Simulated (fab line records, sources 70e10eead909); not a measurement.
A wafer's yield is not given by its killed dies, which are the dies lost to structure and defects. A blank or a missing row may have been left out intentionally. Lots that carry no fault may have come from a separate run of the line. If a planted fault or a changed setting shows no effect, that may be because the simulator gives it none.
fab line records	flow nandHarc	part 1 of 2: steps 1 to 23 of 33
[record] lots = 5	wafers = 15	lastDay = 32
route steps=1302 shown A_CONTACT@1101 A_BLC@1107
lots untouched by any fault: they come from a run of this same line in which no faults occurred
startH: hours from the record's opening day to when the first of the lot's shown wafers began	waitH: hours elapsed since this lot's preceding step	" as in the row above	L1.1+2: a single row standing in for several wafers	- value missing, or start not given	* or withheld: withheld	< > ~ a bound
route shown NAME@n: names a module that has steps shown in the file, with the first one's number in the route	usual: mean and standard deviation over wafers with no fault	same: alike in all rows	chamber/n: place in a boat	sites: the reading at each site	_std_site: the values' standard deviation	_edge_site: inner sites' mean taken away from outer sites' mean	radiusMm: how far each site lies from the wafer's centre	mask NAME#n: copy n	behind: tool/chamber where the wafer was last shaped	hold: why the lot went on hold/how many hours it stayed there/how the hold came to an end	device: transistor that didn't switch, given as n, p or np	end of line: the same wafers' tests at the end of the route	where a step has no rows: the recipe by itself	killed: not the wafer's yield, but the dies lost to structure and defects at the first sort	map: a wafer's dies, marking killed ones x, the rest . and places with no die _
set.NAME: the setting the step ran with; set.NAME@STEP: the setting that earlier step ran with	model.NAME: the simulator's own value behind a step, which no gauge read
lots at selected steps of the route; one table per step, one row per wafer
services: from which hour (startH, from the record's first day; less than 0 if before it) a tool's chamber was out of use, for how many hours, and why
[[steps]]
[step NHARC_A_CONTACT_ALD_18]
[recipe] targetThkA = 30	pulseTimeS = 1	aldCycles = 150	tempC = 450	material = TiN
[usual] heaterPowerW = 1159/100	precursorPulseHeightRel = 0.997/0.019
lot.wafer	tool	chamber	startH	waitH	heaterPowerW	precursorPulseHeightRel
L079.2	aldMetal-01	3	571.91	-	1225	0.970
L079.6	"	2	"	"	1309	0.990
L079.5	"	3	"	"	1218	0.972
L083.1	aldMetal-03	2	597.51	-	1063	1.010
L083.6	"	0	"	"	1174	1.012
L083.5	"	1	"	"	1067	1.022
L090.3	aldMetal-01	0	689.25	-	1373	1.002
L090.4	"	2	"	"	1279	0.946
L090.1	"	3	"	"	1241	0.985
L093.3	aldMetal-04	3	712.75	-	1132	0.980
L093.6	"	3	"	"	1142	1.006
L093.4	"	0	"	"	1076	0.998
L095.1	aldMetal-01	2	728.83	-	1190	0.982
L095.3	"	3	"	"	1270	1.004
L095.2	"	0	"	"	1339	0.989
[step NHARC_A_CONTACT_CVD_19]
[recipe] targetThkA = 3000	tempC = 300	pressureTorr = 40	wf6FlowSccm = 40	h2FlowSccm = 1600	arFlowSccm = 1560	timeS = 802	material = W
[usual] heaterPowerW = 442/53	mfcH2Sccm = 1600/4.7	throttleValvePct = 7.9/0.37
lot.wafer	tool	chamber	startH	waitH	heaterPowerW	mfcH2Sccm	throttleValvePct
L079.2	cvdW-01	1	-	-	378	1599	8.5
L079.5	"	1	"	"	381	1599	8.4
L079.6	"	0	"	"	479	1602	7.7
L083.1	cvdW-01	0	-	-	481	1599	8.0
L083.5	"	1	"	"	373	1594	8.3
L083.6	"	0	"	"	473	1598	7.8
L090.1	cvdW-01	0	-	-	482	1596	8.1
L090.3	"	0	"	"	494	1600	7.8
L090.4	"	1	"	"	375	1609	8.5
L093.4	cvdW-01	0	-	-	476	1603	8.1
L093.3	"	1	"	"	375	1599	8.5
L093.6	"	1	"	"	385	1599	8.5
L095.1	cvdW-02	0	-	-	518	1597	7.8
L095.2	"	1	"	"	404	1603	7.4
L095.3	"	1	"	"	389	1603	7.4
[step NHARC_A_CONTACT_CMP_20]
[recipe] tOverpolishS = 30	targetThkNm = 300
[usual] motorCurrentA = 12.7/0.65	overpolishRunS = 30.002/0.0089	timeToEndpointS = 59.0/2.5
lot.wafer	tool	chamber	startH	waitH	motorCurrentA	overpolishRunS	timeToEndpointS
L079.2	cmp-01	1	573.01	0.8	12.5	30.007	56.6
L079.5	"	0	"	"	12.8	29.991	60.5
L079.6	"	1	"	"	11.8	30.000	60.0
L083.1	cmp-01	3	598.56	0.6	12.3	29.988	62.0
L083.5	"	3	"	"	12.1	30.002	59.9
L083.6	"	0	"	"	12.1	30.001	57.9
L090.1	cmp-01	0	690.39	0.8	13.1	29.998	59.3
L090.4	"	1	"	"	12.7	30.003	62.5
L090.3	"	2	"	"	12.9	30.009	58.6
L093.3	cmp-01	1	713.84	0.4	12.7	29.994	60.9
L093.4	"	3	"	"	12.1	29.996	63.2
L093.6	"	2	"	"	13.1	30.009	60.0
L095.1	cmp-02	3	729.92	0.8	13.9	29.993	57.2
L095.2	"	0	"	"	12.4	30.000	58.8
L095.3	"	1	"	"	12.9	29.996	56.3
[step NHARC_A_CONTACT_SRD_22]
lot.wafer	tool	chamber	startH	waitH
L079.2+6+5	wetBench-05	6,0,3	573.31	0.0
L083.1+6+5	wetBench-09	1,2,3	598.88	0.0
L090.3+1+4	wetBench-01	5,0,2	690.69	0.0
L093.6+4+3	wetBench-01	5,7,1	714.17	0.0
L095.3+1+2	wetBench-01	5,7,0	730.24	0.0
[step NHARC_A_CONTACT_INSPECT_23]
[usual] rawDefectCount = 531/130
lot.wafer	tool	chamber	startH	waitH	rawDefectCount
L079.2	defectInspect-01	-	573.39	0.1	563
L079.5	"	-	"	"	607
L079.6	"	-	"	"	440
L083.1	defectInspect-02	-	598.96	0.1	473
L083.5	"	-	"	"	397
L083.6	"	-	"	"	388
L090.1	defectInspect-02	-	690.77	0.1	428
L090.3	"	-	"	"	646
L090.4	"	-	"	"	433
L093.3	defectInspect-01	-	714.25	0.1	483
L093.4	"	-	"	"	464
L093.6	"	-	"	"	305
L095.1	defectInspect-02	-	730.32	0.1	428
L095.2	"	-	"	"	449
L095.3	"	-	"	"	420
[step NHARC_A_BLC_DEHYDRATE_00]
[recipe] tempC = 150	timeS = 120
[usual] exhaustPa = 44.8/0.99
lot.wafer	tool	chamber	startH	waitH	exhaustPa
L079.2	lithoTrack-01	0	573.45	0.1	43.4
L079.5	"	0	"	"	43.8
L079.6	"	0	"	"	44.1
L083.1	lithoTrack-06	0	599.02	0.1	44.4
L083.5	"	0	"	"	43.9
L083.6	"	0	"	"	45.1
L090.1	lithoTrack-04	0	690.82	0.1	45.5
L090.3	"	0	"	"	45.5
L090.4	"	0	"	"	47.2
L093.3	lithoTrack-01	0	714.30	0.1	45.1
L093.4	"	0	"	"	44.5
L093.6	"	0	"	"	45.0
L095.1	lithoTrack-06	0	730.37	0.1	45.5
L095.2	"	0	"	"	44.5
L095.3	"	0	"	"	45.4
[step NHARC_A_BLC_HMDS_01]
[recipe] timeS = 30
[usual] exhaustPa = 45.1/0.83
lot.wafer	tool	chamber	startH	waitH	exhaustPa
L079.2	lithoTrack-01	0	-	-	47.0
L079.5	"	0	"	"	45.0
L079.6	"	0	"	"	45.2
L083.1	lithoTrack-06	0	-	-	45.8
L083.5	"	0	"	"	43.6
L083.6	"	0	"	"	45.6
L090.1	lithoTrack-04	0	-	-	46.3
L090.3	"	0	"	"	46.1
L090.4	"	0	"	"	45.3
L093.3	lithoTrack-01	0	-	-	43.8
L093.4	"	0	"	"	45.6
L093.6	"	0	"	"	44.8
L095.1	lithoTrack-06	0	-	-	44.6
L095.2	"	0	"	"	45.4
L095.3	"	0	"	"	44.3
[step NHARC_A_BLC_COAT_02]
[recipe] tempC = 260	timeS = 75
[usual] exhaustPa = 44.9/0.83
lot.wafer	tool	chamber	startH	waitH	exhaustPa
L079.2	lithoTrack-01	0	-	-	44.9
L079.5	"	0	"	"	45.0
L079.6	"	0	"	"	44.6
L083.1	lithoTrack-06	0	-	-	45.0
L083.5	"	0	"	"	43.4
L083.6	"	0	"	"	43.3
L090.1	lithoTrack-04	0	-	-	44.3
L090.3	"	0	"	"	44.3
L090.4	"	0	"	"	44.3
L093.3	lithoTrack-01	0	-	-	44.9
L093.4	"	0	"	"	45.0
L093.6	"	0	"	"	45.2
L095.1	lithoTrack-06	0	-	-	45.7
L095.2	"	0	"	"	44.7
L095.3	"	0	"	"	45.9
[step NHARC_A_BLC_COAT_03]
[recipe] tempC = 225	timeS = 65
[usual] exhaustPa = 45.1/0.9
lot.wafer	tool	chamber	startH	waitH	exhaustPa
L079.2	lithoTrack-01	0	-	-	45.4
L079.5	"	0	"	"	44.3
L079.6	"	0	"	"	45.1
L083.1	lithoTrack-06	0	-	-	42.7
L083.5	"	0	"	"	42.9
L083.6	"	0	"	"	44.5
L090.1	lithoTrack-04	0	-	-	44.8
L090.3	"	0	"	"	45.4
L090.4	"	0	"	"	44.8
L093.3	lithoTrack-01	0	-	-	46.3
L093.4	"	0	"	"	44.8
L093.6	"	0	"	"	44.7
L095.1	lithoTrack-06	0	-	-	44.5
L095.2	"	0	"	"	44.1
L095.3	"	0	"	"	44.8
[step NHARC_A_BLC_COAT_04]
[recipe] spinRpm = 1500	resistThkNm = 90
[usual] exhaustPa = 45.2/0.79	spinSpeedRpm = 1500.1/0.82
lot.wafer	tool	chamber	startH	waitH	exhaustPa	spinSpeedRpm
L079.2	lithoTrack-01	0	-	-	44.1	1500.7
L079.5	"	0	"	"	45.4	1501.1
L079.6	"	0	"	"	45.4	1501.7
L083.1	lithoTrack-06	0	-	-	44.6	1500.2
L083.5	"	0	"	"	44.7	1501.8
L083.6	"	0	"	"	45.2	1500.2
L090.1	lithoTrack-04	0	-	-	44.7	1499.2
L090.3	"	0	"	"	44.1	1498.6
L090.4	"	0	"	"	44.3	1499.4
L093.3	lithoTrack-01	0	-	-	45.3	1500.4
L093.4	"	0	"	"	45.7	1499.4
L093.6	"	0	"	"	44.4	1501.5
L095.1	lithoTrack-06	0	-	-	44.2	1499.0
L095.2	"	0	"	"	44.5	1500.0
L095.3	"	0	"	"	45.2	1499.8
[step NHARC_A_BLC_SOFTBAKE_05]
[recipe] tempC = 105	timeS = 55
[usual] exhaustPa = 45.0/0.83
lot.wafer	tool	chamber	startH	waitH	exhaustPa
L079.2	lithoTrack-01	0	-	-	44.6
L079.5	"	0	"	"	43.7
L079.6	"	0	"	"	45.2
L083.1	lithoTrack-06	0	-	-	45.2
L083.5	"	0	"	"	44.2
L083.6	"	0	"	"	43.9
L090.1	lithoTrack-04	0	-	-	45.2
L090.3	"	0	"	"	44.3
L090.4	"	0	"	"	46.0
L093.3	lithoTrack-01	0	-	-	45.0
L093.4	"	0	"	"	45.6
L093.6	"	0	"	"	44.7
L095.1	lithoTrack-06	0	-	-	43.9
L095.2	"	0	"	"	44.2
L095.3	"	0	"	"	43.5
[step NHARC_A_BLC_EBR_06]
[usual] exhaustPa = 44.9/0.94
lot.wafer	tool	chamber	startH	waitH	exhaustPa
L079.2	lithoTrack-01	0	-	-	43.9
L079.5	"	0	"	"	44.1
L079.6	"	0	"	"	44.7
L083.1	lithoTrack-06	0	-	-	46.7
L083.5	"	0	"	"	45.5
L083.6	"	0	"	"	46.0
L090.1	lithoTrack-04	0	-	-	43.4
L090.3	"	0	"	"	43.9
L090.4	"	0	"	"	44.4
L093.3	lithoTrack-01	0	-	-	45.6
L093.4	"	0	"	"	47.3
L093.6	"	0	"	"	45.0
L095.1	lithoTrack-06	0	-	-	45.0
L095.2	"	0	"	"	45.0
L095.3	"	0	"	"	45.5
[step NHARC_A_BLC_EXPOSE_07]
[recipe] na = 1.35	targetCdNm = 100	doseMj = 67.97	maskId = A_BLC
[same] na = 1.35
lot.wafer	tool	chamber	startH	waitH	mask
L079.2+5+6	arfiScanner-01	0	573.76	-	A_BLC#0
L083.1+5+6	arfiScanner-03	0	599.33	-	A_BLC#0
L090.1+3+4	arfiScanner-03	0	691.14	-	A_BLC#0
L093.3+4+6	arfiScanner-02	0	714.50	-	A_BLC#0
L095.1+2+3	arfiScanner-01	0	730.68	-	A_BLC#0
[step NHARC_A_BLC_PEB_08]
[recipe] pebTempC = 100	pebTimeS = 65
[usual] exhaustPa = 44.9/0.99
lot.wafer	tool	chamber	startH	waitH	exhaustPa
L079.2	lithoTrack-04	0	573.82	0.1	45.2
L079.5	"	0	"	"	44.9
L079.6	"	0	"	"	45.8
L083.1	lithoTrack-01	0	599.39	0.1	42.8
L083.5	"	0	"	"	43.6
L083.6	"	0	"	"	43.5
L090.1	lithoTrack-01	0	691.20	0.1	45.6
L090.3	"	0	"	"	43.7
L090.4	"	0	"	"	45.1
L093.3	lithoTrack-01	0	714.55	0.0	43.1
L093.4	"	0	"	"	44.4
L093.6	"	0	"	"	44.3
L095.1	lithoTrack-01	0	730.74	0.1	45.8
L095.2	"	0	"	"	46.1
L095.3	"	0	"	"	45.3
[step NHARC_A_BLC_DEVELOP_09]
[recipe] developTimeS = 35	devTempC = 23
[usual] exhaustPa = 45.2/0.83
lot.wafer	tool	chamber	startH	waitH	exhaustPa
L079.2	lithoTrack-04	0	-	-	45.9
L079.5	"	0	"	"	45.2
L079.6	"	0	"	"	44.0
L083.1	lithoTrack-01	0	-	-	45.2
L083.5	"	0	"	"	44.5
L083.6	"	0	"	"	46.9
L090.1	lithoTrack-01	0	-	-	46.9
L090.3	"	0	"	"	46.2
L090.4	"	0	"	"	47.4
L093.3	lithoTrack-01	0	-	-	45.9
L093.4	"	0	"	"	45.4
L093.6	"	0	"	"	45.5
L095.1	lithoTrack-01	0	-	-	45.1
L095.2	"	0	"	"	46.0
L095.3	"	0	"	"	45.3
[step NHARC_A_BLC_CD_MEAS_10]
[recipe] targetCdNm = 100	landingEnergyEv = 500
[usual] cdNm = 100.1/0.45
lot.wafer	tool	chamber	startH	waitH	cdNm
L079.2	cdSem-03	0	573.90	-	99.6
L079.5	"	0	"	"	99.9
L079.6	"	0	"	"	100.1
L083.1	cdSem-02	0	599.47	-	100.2
L083.5	"	0	"	"	100.3
L083.6	"	0	"	"	100.6
L090.1	cdSem-01	0	691.28	-	100.2
L090.3	"	0	"	"	100.1
L090.4	"	0	"	"	99.7
L093.3	cdSem-01	0	714.63	-	99.4
L093.4	"	0	"	"	100.0
L093.6	"	0	"	"	100.3
L095.1	cdSem-03	0	730.82	-	99.2
L095.2	"	0	"	"	99.2
L095.3	"	0	"	"	99.1
[step NHARC_A_BLC_OVL_MEAS_11]
[usual] overlayXNm = 0.2/0.82	overlayYNm = -0.1/0.65
lot.wafer	tool	chamber	startH	waitH	overlayXNm	overlayYNm
L079.2	overlay-01	-	573.99	-	-0.3	-0.1
L079.5	"	-	"	"	-0.1	0.1
L079.6	"	-	"	"	0.5	0.6
L083.1	overlay-01	-	599.56	-	0.8	-0.4
L083.5	"	-	"	"	-0.4	0.1
L083.6	"	-	"	"	0.1	0.4
L090.1	overlay-02	-	691.37	-	0.9	0.2
L090.3	"	-	"	"	0.7	0.6
L090.4	"	-	"	"	1.0	0.4
L093.3	overlay-02	-	714.72	-	0.4	0.2
L093.4	"	-	"	"	-0.3	-0.3
L093.6	"	-	"	"	-0.4	-0.3
L095.1	overlay-02	-	730.91	-	0.3	0.7
L095.2	"	-	"	"	0.0	0.5
L095.3	"	-	"	"	0.0	0.9
[step NHARC_A_BLC_INSPECT_12]
[usual] rawDefectCount = 92/35
lot.wafer	tool	chamber	startH	waitH	rawDefectCount
L079.2	defectInspect-01	-	574.02	0.0	125
L079.5	"	-	"	"	117
L079.6	"	-	"	"	102
L083.1	defectInspect-02	-	599.59	0.0	88
L083.5	"	-	"	"	70
L083.6	"	-	"	"	87
L090.1	defectInspect-02	-	691.40	0.0	77
L090.3	"	-	"	"	95
L090.4	"	-	"	"	93
L093.3	defectInspect-01	-	714.75	0.0	29
L093.4	"	-	"	"	37
L093.6	"	-	"	"	35
L095.1	defectInspect-01	-	730.95	0.0	96
L095.2	"	-	"	"	75
L095.3	"	-	"	"	105
[step NHARC_A_BLC_DESCUM_15]
[recipe] timeS = 3	o2FlowSccm = 200	arFlowSccm = 0	biasPowerW = 0	chemistry = O2
[usual] drypumpMotorCurrentA = 5.59/0.23	oesProductAu = 1.002/0.0074	rfVppV = 57.9/0.91	showerheadPlenumPTorr = 1.93/0.1	throttleValvePct = 11.312/0.009
lot.wafer	tool	chamber	startH	waitH	drypumpMotorCurrentA	oesProductAu	rfHoursCounterH	rfVppV	showerheadPlenumPTorr	throttleValvePct
L079.2	rieDiel-06	1	574.11	0.1	5.27	1.001	4	58.4	1.80	11.310
L079.6	"	2	"	"	5.64	1.004	-	57.9	2.06	11.305
L079.5	"	3	"	"	5.81	1.000	-	57.6	1.81	11.305
L083.1	rieDiel-06	1	599.75	0.2	5.32	0.999	5	55.8	1.80	11.329
L083.5	"	0	"	"	5.43	1.010	-	58.0	2.04	11.316
L083.6	"	1	"	"	5.35	1.005	-	57.6	1.80	11.313
L090.1	rieDiel-10	3	691.46	0.1	5.34	1.002	8	57.2	1.84	11.310
L090.3	"	1	"	"	5.68	1.003	7	58.4	1.89	11.311
L090.4	"	2	"	"	5.56	1.009	5	57.8	2.04	11.293
L093.3	rieDiel-06	0	714.81	0.1	5.44	0.999	1	58.3	2.04	11.308
L093.4	"	3	"	"	5.79	0.997	1	57.1	1.80	11.306
L093.6	"	0	"	"	5.45	1.003	-	58.0	2.04	11.324
L095.2	rieDiel-10	3	731.01	0.1	5.35	0.998	12	59.6	1.84	11.312
L095.1	"	0	"	"	5.64	1.004	11	58.3	1.99	11.300
L095.3	"	1	"	"	5.67	0.992	12	56.9	1.89	11.305
[step NHARC_A_BLC_ETCH_16]
[recipe] targetDepthA = 390	overEtchFrac = 0.3	timeS = 65	ionEnergyEv = 80	cf4FlowSccm = 150	arFlowSccm = 0	rfW = 300	biasW = 100	chemistry = CF4
[usual] drypumpMotorCurrentA = 5.57/0.25	oesProductAu = 1.000/0.0067	rfVppV = 151.4/1.3	showerheadPlenumPTorr = 1.78/0.09	throttleValvePct = 13.283/0.009
lot.wafer	tool	chamber	startH	waitH	drypumpMotorCurrentA	oesProductAu	rfHoursCounterH	rfVppV	showerheadPlenumPTorr	throttleValvePct
L079.2	rieDiel-06	0	574.17	0.1	5.46	1.001	4	153.4	1.88	13.264
L079.5	"	0	"	"	5.46	1.010	-	152.9	1.88	13.297
L079.6	"	1	"	"	5.28	0.990	-	150.1	1.67	13.270
L083.1	rieDiel-06	1	599.84	0.1	5.33	0.993	5	149.8	1.67	13.263
L083.5	"	2	"	"	5.57	0.999	-	151.1	1.89	13.284
L083.6	"	3	"	"	5.83	0.997	-	149.8	1.68	13.295
L090.3	rieDiel-10	2	691.55	0.1	5.55	0.997	5	153.3	1.88	13.275
L090.1	"	3	"	"	5.34	0.994	8	150.2	1.70	13.290
L090.4	"	1	"	"	5.69	0.996	7	152.3	1.75	13.277
L093.4	rieDiel-06	0	714.90	0.1	5.45	0.999	1	151.4	1.88	13.291
L093.3	"	3	"	"	5.80	1.003	1	149.9	1.68	13.287
L093.6	"	1	"	"	5.28	0.998	-	150.9	1.67	13.265
L095.1	rieDiel-10	3	731.09	0.1	5.35	0.993	12	150.0	1.70	13.297
L095.3	"	0	"	"	5.66	1.002	11	153.9	1.83	13.283
L095.2	"	1	"	"	5.70	1.013	12	151.4	1.75	13.278
[step NHARC_A_BLC_ETCH_17]
[recipe] targetDepthA = 3900	overEtchFrac = 0.25	timeS = 609.38	ionEnergyEv = 200	n2FlowSccm = 150	h2FlowSccm = 150	arFlowSccm = 0	rfW = 400	biasW = 150	chemistry = N2/H2
[usual] drypumpMotorCurrentA = 5.60/0.23	oesProductAu = 1.001/0.0072	rfVppV = 431/3.3	showerheadPlenumPTorr = 2.06/0.11	throttleValvePct = 14.170/0.0089
lot.wafer	tool	chamber	startH	waitH	drypumpMotorCurrentA	oesProductAu	rfHoursCounterH	rfVppV	showerheadPlenumPTorr	throttleValvePct
L079.2	rieDiel-06	1	-	-	5.29	0.996	4	428	1.92	14.167
L079.6	"	2	"	"	5.67	0.999	-	434	2.20	14.169
L079.5	"	3	"	"	5.85	1.002	-	428	1.92	14.159
L083.1	rieDiel-06	0	-	-	5.47	0.997	6	435	2.18	14.162
L083.5	"	0	"	"	5.44	0.997	-	435	2.18	14.181
L083.6	"	1	"	"	5.29	0.995	-	427	1.92	14.183
L090.4	rieDiel-10	0	-	-	5.61	1.005	8	432	2.12	14.169
L090.3	"	1	"	"	5.72	1.002	7	430	2.01	14.165
L090.1	"	2	"	"	5.53	1.019	6	433	2.18	14.164
L093.3	rieDiel-06	1	-	-	5.30	1.012	1	426	1.92	14.161
L093.4	"	3	"	"	5.81	0.995	2	427	1.92	14.168
L093.6	"	2	"	"	5.69	1.005	-	434	2.19	14.175
L095.2	rieDiel-10	0	-	-	5.65	0.998	11	434	2.12	14.167
L095.1	"	2	"	"	5.55	0.996	10	435	2.18	14.161
L095.3	"	3	"	"	5.38	0.998	12	427	1.95	14.168
[step NHARC_A_BLC_ETCH_18]
[recipe] targetDepthA = 9100	c4f8FlowSccm = 20	o2FlowSccm = 10	arFlowSccm = withheld	rfW = 600	biasW = 1500	chemistry = C4F8/O2/Ar
[usual] oesProductAu = 0.950/0.021	rfVppV = 979/7.2
lot.wafer	tool	chamber	startH	waitH	oesProductAu	rfHoursCounterH	rfVppV
L079.2	rieDiel-06	0	-	-	0.928	4	988
L079.5	"	0	"	"	0.948	-	986
L079.6	"	1	"	"	0.923	-	971
L083.1	rieDiel-06	0	-	-	0.965	6	988
L083.5	"	2	"	"	0.970	-	986
L083.6	"	3	"	"	0.972	-	970
L090.3	rieDiel-10	0	-	-	0.905	8	984
L090.1	"	1	"	"	0.921	8	975
L090.4	"	3	"	"	0.923	8	973
L093.3	rieDiel-06	1	-	-	0.961	2	971
L093.4	"	2	"	"	0.979	2	988
L093.6	"	2	"	"	0.979	-	987
L095.1	rieDiel-10	3	-	-	0.947	12	972
L095.3	"	0	"	"	0.953	12	984
L095.2	"	2	"	"	0.971	10	986
[step NHARC_A_BLC_CD_MEAS_19]
[usual] cdNm = 100.2/1.5
lot.wafer	tool	chamber	startH	waitH	cdNm
L079.2	cdSem-02	-	575.05	-	99.3
L079.5	"	-	"	"	102.9
L079.6	"	-	"	"	101.3
L083.1	cdSem-01	-	600.89	-	99.7
L083.5	"	-	"	"	99.3
L083.6	"	-	"	"	99.2
L090.1	cdSem-02	-	692.43	-	101.0
L090.3	"	-	"	"	101.3
L090.4	"	-	"	"	100.8
L093.3	cdSem-01	-	715.78	-	98.9
L093.4	"	-	"	"	99.1
L093.6	"	-	"	"	99.8
L095.1	cdSem-03	-	731.98	-	102.4
L095.2	"	-	"	"	99.0
L095.3	"	-	"	"	98.0
